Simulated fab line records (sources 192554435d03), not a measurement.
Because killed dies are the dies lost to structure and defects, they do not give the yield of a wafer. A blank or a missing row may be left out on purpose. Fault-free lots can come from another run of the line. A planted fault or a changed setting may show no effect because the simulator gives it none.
Problem report, 8D (eight disciplines) form, completed by code    flow n5Finfet    the parts of the form that need people (team, actions taken, sign-off) are left out

## 1. WHAT IS WRONG
heaterPowerTotalW at N5_MOL_CONTACT_COAG_COAT_103 reads a mean of 839.3 W on 6 wafers of 2 lots; wafers without a fault read 500.2 W with a standard deviation of 1.8. That is +99 or more standard deviations from the usual mean.
The step: time 60 s, resist thk 80 nm.
First observed at day 8 08:38: wafer L821.1, on lithoTrack-05. The record has a number at this step for 30 wafers belonging to 10 lots. Rule for "out", or "out of limits": more than 4 standard deviations from the usual mean. The other wafers with a number count as sound.

## 2. WHAT IT IS, WHAT IT ISN'T
question                     is                             is not
which readings at this step  heaterPowerTotalW, plateTempC  dispensePressureKPa
which lots                   L821, L822                     L806, L812, L814, L815, L817, L820, L824, L828
which wafers of those lots   all that have a number         -
read on which tools          lithoTrack-05                  lithoTrack-02, lithoTrack-03
when                         from day 8 08:38               up to then (18 sound wafers); but 6 sound wafers of L824, L828 came after

## 3. WHAT RULES OUT EACH SUSPECT
Counting: a tool at a process step up to the reading stays a suspect if it ran every lot that is out and no sound lot after the first of them.
- cmp-03 at N5_GATE_CUT_CMP_23 (polishes, stops on SiO2, t overpolish 23.4 s, target thk 16 nm): kept. It processed each lot that is out, first L821 at day 8 07:35, and no sound lot thereafter; up to then, the last sound lot it processed was L815 at day 6 20:52.
- lithoTrack-05 at N5_MOL_CONTACT_COAG_COAT_103 (time 60 s, resist thk 80 nm): kept. It processed each lot that is out, first L821 at day 8 08:38, and no sound lot thereafter; up to then, the last sound lot it processed was L820 at day 8 06:49. On those wafers its own readings are out: heaterPowerTotalW, plateTempC.
Remaining after the count are cmp-03 at N5_GATE_CUT_CMP_23 and lithoTrack-05 at N5_MOL_CONTACT_COAG_COAT_103.

## 4. THE CAUSE (what the simulator had put in)
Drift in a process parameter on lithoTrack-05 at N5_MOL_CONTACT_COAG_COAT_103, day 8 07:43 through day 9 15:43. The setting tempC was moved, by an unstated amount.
Of the 2 suspects that counting leaves, this tool is one.

## 5. THE EFFECT CHAIN, in route order
Each row: a reading where the mean over the struck wafers with a number is more than 3 standard deviations away from the usual. Readings are gone through only where the record gives a usual standard deviation; hours: the median, over the lots, of the time from a lot's start at the first step in this table giving one to that lot's start at this step; sigmas: the change measured in usual standard deviations.
hours  step                          reading            usual     on struck wafers  change  sigmas
0      N5_MOL_CONTACT_COAG_COAT_103  heaterPowerTotalW  500.2 W   839.3             +339.1  +99 or more
0      N5_MOL_CONTACT_COAG_COAT_103  plateTempC         249.98 C  267.35            +17.37  +99 or more
It contains these process steps:
- N5_MOL_CONTACT_COAG_COAT_103: time 60 s, resist thk 80 nm.
At these later measuring or inspecting steps, every struck wafer for which the step has a row has a number for every such reading, and none has moved that far: N5_MOL_CONTACT_COAG_INSPECT_10, N5_BEOL_M4_RC_MEAS_101.

## 6. HOW IT WOULD HAVE BEEN CAUGHT EARLIER
In this record the first reading out of limits was taken at day 8 08:38, 1 hour after the fault began at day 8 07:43.
